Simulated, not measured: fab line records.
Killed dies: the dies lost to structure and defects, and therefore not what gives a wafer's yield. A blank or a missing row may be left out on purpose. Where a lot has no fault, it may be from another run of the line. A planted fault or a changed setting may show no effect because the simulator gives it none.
A struck lot beside a sound one + flow nand_harc + 17 steps out of a route of 1159
Sound: these wafers, L987.3, L987.4, L987.5. Wafers struck: L983.2, L983.5, L983.6. The cause is given at the end.
For every step that has rows: the tool of each side, followed by ch and its chambers, followed by its first start. Under that, the readings that differ: sound wafers + struck wafers + difference of the means + sigmas: that difference in standard deviations of wafers without a fault.
alike: a reading whose means differ by less than 2 such deviations, as well as words and numbers matching on both sides. not compared: withheld readings; readings where some wafer has no value; bounds like >300 that might hide an equal value; numbers whose values overlap and for which the record gives no deviation.
The two part at a step that has a row with sigmas, a row that says differs or no value, or rows on one side only. Numbers that don't overlap but have no deviation are shown without sigmas and don't part them. Lack of a reading on every wafer of one side parts them only where that side has two or more wafers.

NHARC_A_STAIRCASE_CMP_472: polishes SiO2.
  sound on cmp-02 ch 1,3, day 19 00:49; struck on cmp-02 ch 1,2,3, day 17 22:24
  alike: motor_current_A
then, 1 step without rows for these wafers: NHARC_A_STAIRCASE_SRD_474.
NHARC_A_STAIRCASE_INSPECT_155:
  struck on defect_inspect-01, day 17 22:43; sound on defect_inspect-01, day 19 01:08
  alike: raw_defect_count
NHARC_A_SGD_CUT_DEP_00: deposits SiNx, target thk 50 nm.
  sound on pecvd-04 ch 0,1,2, day 19 01:12; struck on pecvd-02 ch 0,1,2, day 17 22:50
  alike: heater_power_w
then, 7 steps without rows for these wafers: NHARC_A_SGD_CUT_DEHYDRATE_01 (time 120 s); NHARC_A_SGD_CUT_HMDS_02 (time 30 s); NHARC_A_SGD_CUT_COAT_56 (time 75 s); NHARC_A_SGD_CUT_COAT_57 (time 65 s); NHARC_A_SGD_CUT_COAT_03 (resist thk 90 nm); NHARC_A_SGD_CUT_SOFTBAKE_04 (time 55 s); NHARC_A_SGD_CUT_EBR_05.
NHARC_A_SGD_CUT_EXPOSE_06: exposes mask SGD.
  sound on arfi_scanner-02 ch 0, day 19 01:47; struck on arfi_scanner-01 ch 0, day 17 23:25
| reading              | sound             | struck            | difference | sigmas |
|----------------------|-------------------|-------------------|------------|--------|
| exposure_dose_mJ_cm2 | 85.51 85.66 85.59 | 87.34 87.31 87.18 | +1.69      | +20    |
| reticle_temp_C (C)   | 22.94 22.95 22.98 | 23.33 23.11 23.13 | +0.23      | +2     |
  alike: mask, stage_vel_mm_s
then, 2 steps without rows for these wafers: NHARC_A_SGD_CUT_PEB_07 (peb time 65 s); NHARC_A_SGD_CUT_DEVELOP_08 (develop time 35 s).
NHARC_A_SGD_CUT_CD_MEAS_09 targets a cd of 100 nm.
  sound on cd_sem-02 ch 0, day 19 01:56; struck on cd_sem-03 ch 0, day 17 23:33
| reading    | sound           | struck            | difference | sigmas |
|------------|-----------------|-------------------|------------|--------|
| cd_nm (nm) | 100.2 99.0 99.2 | 101.7 102.3 101.9 | +2.5       | +4     |
NHARC_A_SGD_CUT_OVL_MEAS_10:
  struck on overlay-02, day 17 23:38; sound on overlay-01, day 19 02:01
  alike: overlay_x_nm, overlay_y_nm
-- break in the record here, with 7 days between the starts of the struck wafers on either side (left off in module A_SGD_CUT, picked up again in module END, where the first step shown is number 1159 on the route) --
NHARC_END_SORT_01:
  sound on prober-02 ch 0, day 26 04:18; struck on prober-02 ch 0, day 25 08:21
  alike: killed_at_array, killed_at_other, killed_at_periphery, killed_dies, killed_open, killed_short

## WHERE THEY PART
Last at NHARC_A_SGD_CUT_CD_MEAS_09 as far as this record goes, first at NHARC_A_SGD_CUT_EXPOSE_06. Later steps at which nothing parts them and some readings are alike: NHARC_A_SGD_CUT_OVL_MEAS_10, NHARC_END_SORT_01.

WHY: what had been put in by the simulator
Process parameter drift: arfi_scanner-01, from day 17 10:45 on, at NHARC_A_SGD_CUT_EXPOSE_06. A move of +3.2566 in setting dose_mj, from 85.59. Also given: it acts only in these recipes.
